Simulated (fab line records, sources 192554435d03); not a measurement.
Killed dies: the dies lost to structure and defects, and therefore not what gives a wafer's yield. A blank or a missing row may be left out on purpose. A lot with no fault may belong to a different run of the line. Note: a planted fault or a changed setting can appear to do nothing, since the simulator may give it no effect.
fab line records :: flow n5Finfet :: part 2 of 2: steps 24 to 36 of 36
record:
  lots: 5
  wafers: 15
  lastDay: 18
route steps=1938 shown BEOL_M6@1261 BEOL_M7@1263
lots untouched by any fault: they come from a run of this same line in which no faults occurred
startH: hours from the record's first day to the start of the lot's first wafer shown :: waitH: hours since the lot's step before :: " unchanged from the row above :: L1.1+2: a single row standing in for several wafers :: - no value, or no start was given :: * or withheld: withheld :: < > ~ a bound
route shown NAME@n: a module of which the file shows steps, and the number in the route of the first :: usual: mean and standard deviation over wafers with no fault :: same: alike in all rows :: chamber/n: place in a boat :: sites: per-site readings :: _std_site: standard deviation across them :: _edge_site: outer sites' mean less inner sites' :: radiusMm: for every site, how far away it sits from the centre of the wafer :: mask NAME#n: copy n :: behind: the tool/chamber that last shaped the wafer :: hold: why the lot went on hold/how many hours it stayed there/how the hold came to an end :: device: the n, p or np transistor that did not switch :: end of line: the route-end tests of the same wafers :: a step given without rows: its recipe and nothing more :: killed: at the first sort, the dies lost to defects and structure; wafer yield is something else :: map: per-die view of a wafer (x killed, . not killed, _ where there is no die)
set.NAME: the setting that was run; set.NAME@STEP: the one run at that earlier step :: model.NAME: the simulator's own value behind a step, which no gauge read
lots at some steps of the route; a table a step, a row a wafer
services: a tool's chamber out of use, with start hour (startH, from the record's first day; less than 0 if before it), hours out, and reason
== steps ==
step: N5_BEOL_M7_HM_OPEN_17
recipe:
  chemistry: Cl2/BCl3
  targetDepthA: 200
  overetchA: 60
  target: TiN
  maskMaterial: SOC
  ionEnergyEv: 150
  pressureMtorr: 10
  icpW: 1000
  biasW: 126
  Cl2_flow_sccm: 53.25
  bcl3FlowSccm: 21.75
  Ar_flow_sccm: 25
usual:
  drypumpMotorCurrentA: 5.8/0.39
  mfcCl2Sccm: 53.22/0.16
  oes_ar_750_au: 0.77/0.13
  oesProductAu: 0.65/0.11
  throttleValvePct: 22.40/0.19
lot.wafer: L078.1
tool: rieMetal-01
chamber: 0
startH: 223.34
waitH: 0.0
drypumpMotorCurrentA: 5.6
mfcCl2Sccm: 53.13
oes_ar_750_au: 0.64
oesProductAu: 0.54
rfHoursCounterH: 114
throttleValvePct: 22.39

lot.wafer: L078.3
tool: rieMetal-01
chamber: 1
startH: 223.34
waitH: 0.0
drypumpMotorCurrentA: 6.4
mfcCl2Sccm: 53.09
oes_ar_750_au: 0.66
oesProductAu: 0.55
rfHoursCounterH: -
throttleValvePct: 22.69

lot.wafer: L078.4
tool: rieMetal-01
chamber: 0
startH: 223.34
waitH: 0.0
drypumpMotorCurrentA: 5.6
mfcCl2Sccm: 53.35
oes_ar_750_au: 0.65
oesProductAu: 0.54
rfHoursCounterH: -
throttleValvePct: 22.38

lot.wafer: L086.3
tool: rieMetal-01
chamber: 1
startH: 264.27
waitH: 0.1
drypumpMotorCurrentA: 6.4
mfcCl2Sccm: 53.04
oes_ar_750_au: 0.65
oesProductAu: 0.55
rfHoursCounterH: -
throttleValvePct: 22.70

lot.wafer: L086.5
tool: rieMetal-01
chamber: 0
startH: 264.27
waitH: 0.1
drypumpMotorCurrentA: 5.5
mfcCl2Sccm: 52.89
oes_ar_750_au: 0.99
oesProductAu: 0.84
rfHoursCounterH: -
throttleValvePct: 22.27

lot.wafer: L086.6
tool: rieMetal-01
chamber: 1
startH: 264.27
waitH: 0.1
drypumpMotorCurrentA: 6.4
mfcCl2Sccm: 52.99
oes_ar_750_au: 0.65
oesProductAu: 0.56
rfHoursCounterH: -
throttleValvePct: 22.68

lot.wafer: L090.4
tool: rieMetal-03
chamber: 0
startH: 289.69
waitH: 0.1
drypumpMotorCurrentA: 6.2
mfcCl2Sccm: 53.23
oes_ar_750_au: 0.80
oesProductAu: 0.69
rfHoursCounterH: -
throttleValvePct: 22.47

lot.wafer: L090.5
tool: rieMetal-03
chamber: 1
startH: 289.69
waitH: 0.1
drypumpMotorCurrentA: 5.1
mfcCl2Sccm: 53.34
oes_ar_750_au: 0.76
oesProductAu: 0.63
rfHoursCounterH: -
throttleValvePct: 22.07

lot.wafer: L090.6
tool: rieMetal-03
chamber: 0
startH: 289.69
waitH: 0.1
drypumpMotorCurrentA: 6.2
mfcCl2Sccm: 53.45
oes_ar_750_au: 0.79
oesProductAu: 0.68
rfHoursCounterH: -
throttleValvePct: 22.47

lot.wafer: L096.2
tool: rieMetal-02
chamber: 1
startH: 325.63
waitH: 0.1
drypumpMotorCurrentA: 5.6
mfcCl2Sccm: 52.96
oes_ar_750_au: 0.89
oesProductAu: 0.77
rfHoursCounterH: -
throttleValvePct: 22.29

lot.wafer: L096.3
tool: rieMetal-02
chamber: 1
startH: 325.63
waitH: 0.1
drypumpMotorCurrentA: 5.6
mfcCl2Sccm: 53.15
oes_ar_750_au: 0.89
oesProductAu: 0.78
rfHoursCounterH: -
throttleValvePct: 22.27

lot.wafer: L096.5
tool: rieMetal-02
chamber: 1
startH: 325.63
waitH: 0.1
drypumpMotorCurrentA: 5.6
mfcCl2Sccm: 52.82
oes_ar_750_au: 0.88
oesProductAu: 0.77
rfHoursCounterH: -
throttleValvePct: 22.30

lot.wafer: L097.3
tool: rieMetal-01
chamber: 0
startH: 346.40
waitH: 0.1
drypumpMotorCurrentA: 5.6
mfcCl2Sccm: 53.30
oes_ar_750_au: 0.91
oesProductAu: 0.75
rfHoursCounterH: -
throttleValvePct: 22.33

lot.wafer: L097.5
tool: rieMetal-01
chamber: 0
startH: 346.40
waitH: 0.1
drypumpMotorCurrentA: 5.6
mfcCl2Sccm: 53.36
oes_ar_750_au: 0.91
oesProductAu: 0.75
rfHoursCounterH: -
throttleValvePct: 22.34

lot.wafer: L097.6
tool: rieMetal-01
chamber: 0
startH: 346.40
waitH: 0.1
drypumpMotorCurrentA: 5.6
mfcCl2Sccm: 53.29
oes_ar_750_au: 0.92
oesProductAu: 0.75
rfHoursCounterH: -
throttleValvePct: 22.34
step: N5_BEOL_M7_STRIP_19
recipe:
  chemistry: O2
  powerW: 400
  tempC: 40
  pressureMtorr: 30
  rfFrequencyHz: 6e+07
  biasPowerW: 0
  overashFraction: 0.2
  o2FlowSccm: 225
usual:
  drypumpMotorCurrentA: 5.7/0.31
  oesProductAu: 0.79/0.089
  rfVppV: 3.7/0.58
  showerheadPlenumPTorr: 2.12/0.043
  tempC: 40.00/0.1
  throttleValvePct: 16.64/0.2
same:
  overashFraction: 0.2
lot.wafer: L078.1
tool: rieDiel-06
chamber: 3
startH: 223.45
waitH: 0.1
drypumpMotorCurrentA: 5.3
oesProductAu: 0.83
rfHoursCounterH: 92
rfVppV: 3.3
showerheadPlenumPTorr: 2.03
tempC: 39.86
throttleValvePct: 16.65

lot.wafer: L078.3
tool: rieDiel-06
chamber: 2
startH: 223.45
waitH: 0.1
drypumpMotorCurrentA: 5.5
oesProductAu: 0.71
rfHoursCounterH: 204
rfVppV: 3.7
showerheadPlenumPTorr: 2.09
tempC: 40.13
throttleValvePct: 16.90

lot.wafer: L078.4
tool: rieDiel-06
chamber: 1
startH: 223.45
waitH: 0.1
drypumpMotorCurrentA: 5.3
oesProductAu: 0.95
rfHoursCounterH: 11
rfVppV: 4.1
showerheadPlenumPTorr: 2.14
tempC: 39.99
throttleValvePct: 16.29

lot.wafer: L086.3
tool: rieDiel-05
chamber: 3
startH: 264.35
waitH: 0.1
drypumpMotorCurrentA: 5.6
oesProductAu: 0.67
rfHoursCounterH: 240
rfVppV: 3.8
showerheadPlenumPTorr: 2.07
tempC: 40.03
throttleValvePct: 16.98

lot.wafer: L086.5
tool: rieDiel-05
chamber: 1
startH: 264.35
waitH: 0.1
drypumpMotorCurrentA: 5.3
oesProductAu: 0.78
rfHoursCounterH: -
rfVppV: 3.5
showerheadPlenumPTorr: 2.11
tempC: 39.93
throttleValvePct: 16.51

lot.wafer: L086.6
tool: rieDiel-05
chamber: 2
startH: 264.35
waitH: 0.1
drypumpMotorCurrentA: 5.5
oesProductAu: 0.81
rfHoursCounterH: -
rfVppV: 3.6
showerheadPlenumPTorr: 2.11
tempC: 40.08
throttleValvePct: 16.58

lot.wafer: L090.4
tool: rieDiel-05
chamber: 3
startH: 289.94
waitH: 0.2
drypumpMotorCurrentA: 5.6
oesProductAu: 0.67
rfHoursCounterH: 247
rfVppV: 3.9
showerheadPlenumPTorr: 2.07
tempC: 40.01
throttleValvePct: 17.00

lot.wafer: L090.5
tool: rieDiel-05
chamber: 0
startH: 289.94
waitH: 0.2
drypumpMotorCurrentA: 6.0
oesProductAu: 0.73
rfHoursCounterH: -
rfVppV: 3.9
showerheadPlenumPTorr: 2.17
tempC: 39.97
throttleValvePct: 16.61

lot.wafer: L090.6
tool: rieDiel-05
chamber: 1
startH: 289.94
waitH: 0.2
drypumpMotorCurrentA: 5.3
oesProductAu: 0.77
rfHoursCounterH: -
rfVppV: 4.1
showerheadPlenumPTorr: 2.11
tempC: 39.92
throttleValvePct: 16.52

lot.wafer: L096.2
tool: rieDiel-01
chamber: 3
startH: 325.80
waitH: 0.1
drypumpMotorCurrentA: 5.7
oesProductAu: 0.71
rfHoursCounterH: 249
rfVppV: 4.2
showerheadPlenumPTorr: 2.13
tempC: 40.08
throttleValvePct: 16.48

lot.wafer: L096.3
tool: rieDiel-01
chamber: 0
startH: 325.80
waitH: 0.1
drypumpMotorCurrentA: 6.1
oesProductAu: 0.81
rfHoursCounterH: 66
rfVppV: 2.9
showerheadPlenumPTorr: 2.15
tempC: 40.10
throttleValvePct: 16.80

lot.wafer: L096.5
tool: rieDiel-01
chamber: 2
startH: 325.80
waitH: 0.1
drypumpMotorCurrentA: 5.2
oesProductAu: 0.92
rfHoursCounterH: -
rfVppV: 3.7
showerheadPlenumPTorr: 2.07
tempC: 40.06
throttleValvePct: 16.41

lot.wafer: L097.3
tool: rieDiel-01
chamber: 2
startH: 346.75
waitH: 0.3
drypumpMotorCurrentA: 5.3
oesProductAu: 0.91
rfHoursCounterH: 28
rfVppV: 4.4
showerheadPlenumPTorr: 2.06
tempC: 39.90
throttleValvePct: 16.44

lot.wafer: L097.5
tool: rieDiel-01
chamber: 0
startH: 346.75
waitH: 0.3
drypumpMotorCurrentA: 6.1
oesProductAu: 0.79
rfHoursCounterH: -
rfVppV: 3.0
showerheadPlenumPTorr: 2.14
tempC: 40.13
throttleValvePct: 16.82

lot.wafer: L097.6
tool: rieDiel-01
chamber: 1
startH: 346.75
waitH: 0.3
drypumpMotorCurrentA: 6.0
oesProductAu: 0.88
rfHoursCounterH: -
rfVppV: 3.3
showerheadPlenumPTorr: 2.16
tempC: 40.13
throttleValvePct: 16.85
step: N5_BEOL_M7_CD_MEAS_18
recipe:
  pitchNm: 80
  targetCdNm: 40
usual:
  cdNm: 39.9/0.6
lot.wafer: L078.1
tool: cdSem-03
chamber: -
startH: 223.52
waitH: 0.0
cdNm: 41.0

lot.wafer: L078.3
tool: cdSem-03
chamber: -
startH: 223.52
waitH: 0.0
cdNm: 39.9

lot.wafer: L078.4
tool: cdSem-03
chamber: -
startH: 223.52
waitH: 0.0
cdNm: 40.1

lot.wafer: L086.3
tool: cdSem-02
chamber: -
startH: 264.42
waitH: 0.1
cdNm: 40.4

lot.wafer: L086.5
tool: cdSem-02
chamber: -
startH: 264.42
waitH: 0.1
cdNm: 40.1

lot.wafer: L086.6
tool: cdSem-02
chamber: -
startH: 264.42
waitH: 0.1
cdNm: 39.7

lot.wafer: L090.4
tool: cdSem-03
chamber: -
startH: 290.02
waitH: 0.1
cdNm: 41.1

lot.wafer: L090.5
tool: cdSem-03
chamber: -
startH: 290.02
waitH: 0.1
cdNm: 39.5

lot.wafer: L090.6
tool: cdSem-03
chamber: -
startH: 290.02
waitH: 0.1
cdNm: 40.6

lot.wafer: L096.2
tool: cdSem-02
chamber: -
startH: 325.87
waitH: 0.1
cdNm: 38.8

lot.wafer: L096.3
tool: cdSem-02
chamber: -
startH: 325.87
waitH: 0.1
cdNm: 39.1

lot.wafer: L096.5
tool: cdSem-02
chamber: -
startH: 325.87
waitH: 0.1
cdNm: 39.3

lot.wafer: L097.3
tool: cdSem-02
chamber: -
startH: 346.82
waitH: 0.1
cdNm: 40.4

lot.wafer: L097.5
tool: cdSem-02
chamber: -
startH: 346.82
waitH: 0.1
cdNm: 39.8

lot.wafer: L097.6
tool: cdSem-02
chamber: -
startH: 346.82
waitH: 0.1
cdNm: 40.8
step: N5_BEOL_M7_COAT_63
recipe:
  resist: SOC
  tempC: 250
  timeS: 60
  spinRpm: 1500
  resistThkNm: 60
lot.wafer: L078.1+3+4
tool: lithoTrack-04
chamber: 0
startH: 224.56
waitH: 1.0

lot.wafer: L086.3+5+6
tool: lithoTrack-05
chamber: 0
startH: 266.29
waitH: 1.9

lot.wafer: L090.4+5+6
tool: lithoTrack-05
chamber: 0
startH: 290.73
waitH: 0.7

lot.wafer: L096.2+3+5
tool: lithoTrack-05
chamber: 0
startH: 327.75
waitH: 1.9

lot.wafer: L097.3+5+6
tool: lithoTrack-04
chamber: 0
startH: 346.91
waitH: 0.1
step: N5_BEOL_M7_COAT_64
recipe:
  resist: SiARC
  tempC: 220
  timeS: 60
  spinRpm: 1500
  resistThkNm: 12
lot.wafer: L078.1+3+4
tool: lithoTrack-04
chamber: 0
startH: -
waitH: -

lot.wafer: L086.3+5+6
tool: lithoTrack-05
chamber: 0
startH: -
waitH: -

lot.wafer: L090.4+5+6
tool: lithoTrack-05
chamber: 0
startH: -
waitH: -

lot.wafer: L096.2+3+5
tool: lithoTrack-05
chamber: 0
startH: -
waitH: -

lot.wafer: L097.3+5+6
tool: lithoTrack-04
chamber: 0
startH: -
waitH: -
step: N5_BEOL_M7_COAT_71
recipe:
  resist: underlayer
  tempC: 205
  timeS: 60
  spinRpm: 1500
  resistThkNm: 5
lot.wafer: L078.1+3+4
tool: lithoTrack-04
chamber: 0
startH: -
waitH: -

lot.wafer: L086.3+5+6
tool: lithoTrack-05
chamber: 0
startH: -
waitH: -

lot.wafer: L090.4+5+6
tool: lithoTrack-05
chamber: 0
startH: -
waitH: -

lot.wafer: L096.2+3+5
tool: lithoTrack-05
chamber: 0
startH: -
waitH: -

lot.wafer: L097.3+5+6
tool: lithoTrack-04
chamber: 0
startH: -
waitH: -
step: N5_BEOL_M7_COAT_22
recipe:
  resist: CAR-EUV
  spinRpm: 1500
  resistThkNm: 30
lot.wafer: L078.1+3+4
tool: lithoTrack-04
chamber: 0
startH: -
waitH: -

lot.wafer: L086.3+5+6
tool: lithoTrack-05
chamber: 0
startH: -
waitH: -

lot.wafer: L090.4+5+6
tool: lithoTrack-05
chamber: 0
startH: -
waitH: -

lot.wafer: L096.2+3+5
tool: lithoTrack-05
chamber: 0
startH: -
waitH: -

lot.wafer: L097.3+5+6
tool: lithoTrack-04
chamber: 0
startH: -
waitH: -
step: N5_BEOL_M7_EBR_24
recipe:
  solvent: PGMEA
  ebrWidthMm: 1.5
lot.wafer: L078.1+3+4
tool: lithoTrack-04
chamber: 0
startH: -
waitH: -

lot.wafer: L086.3+5+6
tool: lithoTrack-05
chamber: 0
startH: -
waitH: -

lot.wafer: L090.4+5+6
tool: lithoTrack-05
chamber: 0
startH: -
waitH: -

lot.wafer: L096.2+3+5
tool: lithoTrack-05
chamber: 0
startH: -
waitH: -

lot.wafer: L097.3+5+6
tool: lithoTrack-04
chamber: 0
startH: -
waitH: -
step: N5_BEOL_M7_SOFTBAKE_23
recipe:
  tempC: 110
  timeS: 60
  resist: CAR-EUV
lot.wafer: L078.1+3+4
tool: lithoTrack-04
chamber: 0
startH: -
waitH: -

lot.wafer: L086.3+5+6
tool: lithoTrack-05
chamber: 0
startH: -
waitH: -

lot.wafer: L090.4+5+6
tool: lithoTrack-05
chamber: 0
startH: -
waitH: -

lot.wafer: L096.2+3+5
tool: lithoTrack-05
chamber: 0
startH: -
waitH: -

lot.wafer: L097.3+5+6
tool: lithoTrack-04
chamber: 0
startH: -
waitH: -
step: N5_BEOL_M7_EXPOSE_25
recipe:
  maskId: V6
  na: 0.33
  sourceShape: annular
  sigmaInner: 0.4
  sigmaOuter: 0.8
  polarization: unpolarized
  targetCdNm: 40
  doseMj: 42.5
lot.wafer: L078.1+3+4
tool: euvScanner-02
chamber: 0
startH: 224.82
waitH: -
mask: V6#0

lot.wafer: L086.3+5+6
tool: euvScanner-01
chamber: 0
startH: 266.78
waitH: -
mask: V6#0

lot.wafer: L090.4+5+6
tool: euvScanner-01
chamber: 0
startH: 291.01
waitH: -
mask: V6#0

lot.wafer: L096.2+3+5
tool: euvScanner-02
chamber: 0
startH: 327.90
waitH: -
mask: V6#0

lot.wafer: L097.3+5+6
tool: euvScanner-02
chamber: 0
startH: 347.18
waitH: -
mask: V6#0
step: N5_BEOL_M7_PEB_26
recipe:
  pebTempC: 100
  pebTimeS: 60
  resist: CAR-EUV
lot.wafer: L078.1+3+4
tool: lithoTrack-04
chamber: 0
startH: 224.89
waitH: 0.1

lot.wafer: L086.3+5+6
tool: lithoTrack-04
chamber: 0
startH: 266.83
waitH: 0.0

lot.wafer: L090.4+5+6
tool: lithoTrack-05
chamber: 0
startH: 291.06
waitH: 0.0

lot.wafer: L096.2+3+5
tool: lithoTrack-04
chamber: 0
startH: 327.96
waitH: 0.1

lot.wafer: L097.3+5+6
tool: lithoTrack-05
chamber: 0
startH: 347.24
waitH: 0.0
step: N5_BEOL_M7_DEVELOP_27
recipe:
  developTimeS: 30
  developer: TMAH
  resist: CAR-EUV
  rinseLiquid: surfactantRinse
  dry: airSpin
  devTempC: 23
lot.wafer: L078.1+3+4
tool: lithoTrack-04
chamber: 0
startH: -
waitH: -

lot.wafer: L086.3+5+6
tool: lithoTrack-04
chamber: 0
startH: -
waitH: -

lot.wafer: L090.4+5+6
tool: lithoTrack-05
chamber: 0
startH: -
waitH: -

lot.wafer: L096.2+3+5
tool: lithoTrack-04
chamber: 0
startH: -
waitH: -

lot.wafer: L097.3+5+6
tool: lithoTrack-05
chamber: 0
startH: -
waitH: -
step: N5_BEOL_M7_CD_MEAS_28
recipe:
  targetCdNm: 40
  landingEnergyEv: 500
  detector: seInlens
usual:
  cdNm: 39.97/0.26
lot.wafer: L078.1
tool: cdSem-01
chamber: 0
startH: 224.96
waitH: -
cdNm: 40.46

lot.wafer: L078.3
tool: cdSem-01
chamber: 0
startH: 224.96
waitH: -
cdNm: 39.87

lot.wafer: L078.4
tool: cdSem-01
chamber: 0
startH: 224.96
waitH: -
cdNm: 39.53

lot.wafer: L086.3
tool: cdSem-02
chamber: 0
startH: 266.90
waitH: -
cdNm: 39.93

lot.wafer: L086.5
tool: cdSem-02
chamber: 0
startH: 266.90
waitH: -
cdNm: 39.95

lot.wafer: L086.6
tool: cdSem-02
chamber: 0
startH: 266.90
waitH: -
cdNm: 39.72

lot.wafer: L090.4
tool: cdSem-03
chamber: 0
startH: 291.13
waitH: -
cdNm: 39.83

lot.wafer: L090.5
tool: cdSem-03
chamber: 0
startH: 291.13
waitH: -
cdNm: 39.90

lot.wafer: L090.6
tool: cdSem-03
chamber: 0
startH: 291.13
waitH: -
cdNm: 40.16

lot.wafer: L096.2
tool: cdSem-03
chamber: 0
startH: 328.02
waitH: -
cdNm: 39.83

lot.wafer: L096.3
tool: cdSem-03
chamber: 0
startH: 328.02
waitH: -
cdNm: 39.73

lot.wafer: L096.5
tool: cdSem-03
chamber: 0
startH: 328.02
waitH: -
cdNm: 39.78

lot.wafer: L097.3
tool: cdSem-02
chamber: 0
startH: 347.31
waitH: -
cdNm: 40.34

lot.wafer: L097.5
tool: cdSem-02
chamber: 0
startH: 347.31
waitH: -
cdNm: 40.06

lot.wafer: L097.6
tool: cdSem-02
chamber: 0
startH: 347.31
waitH: -
cdNm: 40.41
== services ==
tool: arfiScanner-02
chamber: -
startH: 198.82
hours: 6.0
kind: pm

tool: uvCure-03
chamber: -
startH: 202.90
hours: 12.5
kind: repair

tool: arfiScanner-02
chamber: -
startH: 204.82
hours: 1.0
kind: pm

tool: euvScanner-02
chamber: -
startH: 206.11
hours: 1.0
kind: pm

tool: euvScanner-01
chamber: -
startH: 208.19
hours: 1.0
kind: pm

tool: euvScanner-01
chamber: -
startH: 223.43
hours: 5.8
kind: pm

tool: arfiScanner-02
chamber: -
startH: 229.35
hours: 1.8
kind: repair

tool: arfiScanner-01
chamber: -
startH: 231.04
hours: 1.0
kind: pm

tool: pecvd-02
chamber: -
startH: 233.00
hours: 0.7
kind: repair

tool: euvScanner-02
chamber: -
startH: 244.18
hours: 0.4
kind: repair

tool: arfiScanner-01
chamber: -
startH: 245.72
hours: 6.5
kind: repair

tool: arfiScanner-01
chamber: -
startH: 254.18
hours: 0.8
kind: pm

tool: euvScanner-02
chamber: -
startH: 262.26
hours: 1.0
kind: pm

tool: arfiScanner-01
chamber: -
startH: 264.13
hours: 4.9
kind: pm

tool: euvScanner-02
chamber: -
startH: 266.88
hours: 0.2
kind: repair

tool: uvCure-03
chamber: -
startH: 269.42
hours: 7.5
kind: pm

tool: rieDiel-06
chamber: 0
startH: 274.36
hours: 3.1
kind: repair

tool: rieDiel-06
chamber: 3
startH: 294.02
hours: 4.3
kind: repair

tool: euvScanner-02
chamber: -
startH: 318.41
hours: 1.0
kind: pm

tool: arfiScanner-01
chamber: -
startH: 321.85
hours: 1.3
kind: pm

tool: euvScanner-02
chamber: -
startH: 322.71
hours: 0.2
kind: repair

tool: arfiScanner-01
chamber: -
startH: 328.01
hours: 1.1
kind: repair

tool: rieDiel-06
chamber: -
startH: 331.77
hours: 14.6
kind: pm

tool: arfiScanner-01
chamber: -
startH: 333.73
hours: 2.0
kind: repair
